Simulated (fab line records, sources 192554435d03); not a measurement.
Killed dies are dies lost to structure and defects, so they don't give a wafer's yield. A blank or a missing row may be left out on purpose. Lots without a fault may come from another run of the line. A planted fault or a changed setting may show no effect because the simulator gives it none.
Which tool did it? | flow n5_finfet | 14 lots, 42 wafers sampled, at 4 steps of a route of 1938

WHAT THE GAUGES READ, wafer by wafer
N5_MIM_TOP_LITHO_CD_MEAS_08: target cd 2000 nm. Usual: cd_nm 1999.5 nm, standard deviation 1.8.
lot  | measured     | on        | cd_nm (nm)           | flag
L545 | day 12 00:35 | cd_sem-03 | 1999.0 2000.0 1999.0 |
L546 | day 12 04:23 | cd_sem-01 | 1998.2 1998.5 1998.1 |
L547 | day 12 05:45 | cd_sem-01 | 2003.2 2001.5 2001.8 |
L552 | day 13 15:34 | cd_sem-02 | - - -                | OFF
L553 | day 13 23:38 | cd_sem-01 | - - -                | OFF
L559 | day 15 03:00 | cd_sem-03 | 2002.9 2000.1 2001.3 |
L558 | day 15 07:17 | cd_sem-02 | 1998.8 2000.8 2000.3 |
L561 | day 15 13:42 | cd_sem-01 | 1997.2 1997.3 1995.8 |
L560 | day 15 13:55 | cd_sem-01 | 1998.6 2000.5 1998.3 |
L565 | day 16 14:34 | cd_sem-02 | 2000.0 1999.5 1999.7 |
L562 | day 16 17:14 | cd_sem-01 | 1997.3 2001.9 1998.5 |
L564 | day 16 18:07 | cd_sem-02 | 1999.6 2000.4 1996.5 |
L563 | day 16 21:09 | cd_sem-01 | 1997.4 1998.6 1997.4 |
L568 | day 17 23:14 | cd_sem-03 | 2001.1 2001.6 2002.7 |

WHICH TOOL RAN EACH LOT (tool, then ch and the chambers of the sampled wafers, then the start)
lot  | N5_BEOL_M15_SPUTTER_44       | N5_MIM_TOP_ALD_00                | N5_MIM_TOP_LITHO_EXPOSE_05
L545 | pvd_sputter-03, day 11 18:59 | ald_hk-01 ch 0,2,3, day 11 23:20 | krf_scanner-02 ch 0, day 12 00:25
L546 | pvd_sputter-03, day 11 22:41 | ald_hk-03 ch 0,3, day 12 01:16   | krf_scanner-01 ch 0, day 12 04:12
L547 | pvd_sputter-01, day 12 00:26 | ald_hk-02 ch 0,1,3, day 12 04:10 | krf_scanner-02 ch 0, day 12 05:35
L552 | pvd_sputter-03, day 13 10:23 | ald_hk-02 ch 0,1,2, day 13 13:51 | krf_scanner-01, day 13 15:23
L553 | pvd_sputter-02, day 13 17:39 | ald_hk-02 ch 0,1, day 13 20:48   | krf_scanner-02, day 13 23:28
L559 | pvd_sputter-01, day 14 22:11 | ald_hk-03 ch 0,2,3, day 15 01:27 | krf_scanner-01 ch 0, day 15 02:49
L558 | pvd_sputter-01, day 15 01:38 | ald_hk-03 ch 0,1,2, day 15 04:18 | krf_scanner-01 ch 0, day 15 07:07
L561 | pvd_sputter-02, day 15 08:28 | ald_hk-02 ch 2,3, day 15 12:08   | krf_scanner-02 ch 0, day 15 13:31
L560 | pvd_sputter-01, day 15 08:53 | ald_hk-01 ch 2,3, day 15 12:42   | krf_scanner-01 ch 0, day 15 13:44
L565 | pvd_sputter-02, day 16 10:48 | ald_hk-01 ch 0,2,3, day 16 13:40 | krf_scanner-01 ch 0, day 16 14:24
L562 | pvd_sputter-03, day 16 12:31 | ald_hk-01 ch 0,1,2, day 16 15:07 | krf_scanner-02 ch 0, day 16 17:04
L564 | pvd_sputter-03, day 16 13:05 | ald_hk-03 ch 1,3, day 16 17:01   | krf_scanner-01 ch 0, day 16 17:56
L563 | pvd_sputter-02, day 16 13:31 | ald_hk-01 ch 0,1,2, day 16 17:24 | krf_scanner-01 ch 0, day 16 20:59
L568 | pvd_sputter-03, day 17 15:34 | ald_hk-01 ch 1,2, day 17 21:58   | krf_scanner-01 ch 0, day 17 23:04
- N5_BEOL_M15_SPUTTER_44: material Ta, target thk 15 nm, time 24.19 s.
- N5_MIM_TOP_ALD_00: deposits Al2O3, purge time 3 s, co reactant pulse time 3 s.
- N5_MIM_TOP_LITHO_EXPOSE_05: exposes mask MIM TOP, target cd 2000 nm.

WHAT THE TOOLS THEMSELVES READ (means of the sampled wafers that have a number; where no wafer has one, the mark that the record gives instead)
N5_BEOL_M15_SPUTTER_44. Usual: throttle_valve_pct 30.3 %, standard deviation 1.3.
lot  | tool           | throttle_valve_pct (%) | flag
L545 | pvd_sputter-03 | 30.2                   |
L546 | pvd_sputter-03 | 30.0                   |
L547 | pvd_sputter-01 | 30.1                   |
L552 | pvd_sputter-03 | 30.2                   |
L553 | pvd_sputter-02 | 30.9                   |
L559 | pvd_sputter-01 | 30.5                   |
L558 | pvd_sputter-01 | 31.3                   |
L561 | pvd_sputter-02 | 29.9                   |
L560 | pvd_sputter-01 | 29.4                   |
L565 | pvd_sputter-02 | 29.3                   |
L562 | pvd_sputter-03 | 30.4                   |
L564 | pvd_sputter-03 | 30.8                   |
L563 | pvd_sputter-02 | 30.6                   |
L568 | pvd_sputter-03 | 28.8                   |

N5_MIM_TOP_ALD_00. Usual: precursor_pulse_height_rel 0.999, standard deviation 0.022.
lot  | tool      | precursor_pulse_height_rel | flag
L545 | ald_hk-01 | 0.992                      |
L546 | ald_hk-03 | 0.986                      |
L547 | ald_hk-02 | 0.996                      |
L552 | ald_hk-02 | 1.010                      |
L553 | ald_hk-02 | 1.015                      |
L559 | ald_hk-03 | 0.982                      |
L558 | ald_hk-03 | 0.998                      |
L561 | ald_hk-02 | 1.013                      |
L560 | ald_hk-01 | 1.002                      |
L565 | ald_hk-01 | 0.967                      |
L562 | ald_hk-01 | 0.989                      |
L564 | ald_hk-03 | 1.011                      |
L563 | ald_hk-01 | 1.000                      |
L568 | ald_hk-01 | 0.998                      |

N5_MIM_TOP_LITHO_EXPOSE_05. Usual: exposure_dose_mJ_cm2 20.54, standard deviation 0.051; focus_offset_nm -0.1 nm, standard deviation 0.53.
lot  | tool           | exposure_dose_mJ_cm2 | focus_offset_nm (nm) | flag
L545 | krf_scanner-02 | 20.49                | -0.2                 |
L546 | krf_scanner-01 | 20.57                | 0.6                  |
L547 | krf_scanner-02 | 20.50                | -0.2                 |
L552 | krf_scanner-01 | -                    | -                    | OFF
L553 | krf_scanner-02 | -                    | -                    | OFF
L559 | krf_scanner-01 | 20.60                | -0.0                 |
L558 | krf_scanner-01 | 20.58                | -0.2                 |
L561 | krf_scanner-02 | 20.46                | -0.3                 |
L560 | krf_scanner-01 | 20.59                | -0.3                 |
L565 | krf_scanner-01 | 20.57                | 0.0                  |
L562 | krf_scanner-02 | 20.50                | 0.2                  |
L564 | krf_scanner-01 | 20.55                | -0.4                 |
L563 | krf_scanner-01 | 20.59                | 0.2                  |
L568 | krf_scanner-01 | 20.58                | -0.4                 |

THE ANSWER, worked out from the rows above alone
Rule: a lot is off if the mean of its wafers that have a number lies more than 3 standard deviations from the usual mean. A lot without any number at a reading at which 4 lots or more have one is off too. The other lots that the step has rows for count as sound. The gauges are gone through in route order, then the tools' own readings, and for those a lot's mean is taken as printed above. The first step at which some lot is off is used, and at that step the reading that is off furthest; a lot without a number counts as furthest.
Off: L552, L553, at N5_MIM_TOP_LITHO_CD_MEAS_08 (cd_nm). Without a number there: L552, L553.
A tool fits if, at a process step before that reading, it ran every lot that is off, and no sound lot after the first of them. The gauges at N5_MIM_TOP_LITHO_CD_MEAS_08 aren't tried: what is off there is off at N5_MIM_TOP_LITHO_EXPOSE_05 too, on other tools, and a gauge's error can't cause that. None of those tried fits.

WHAT THE SIMULATOR HAD PUT IN
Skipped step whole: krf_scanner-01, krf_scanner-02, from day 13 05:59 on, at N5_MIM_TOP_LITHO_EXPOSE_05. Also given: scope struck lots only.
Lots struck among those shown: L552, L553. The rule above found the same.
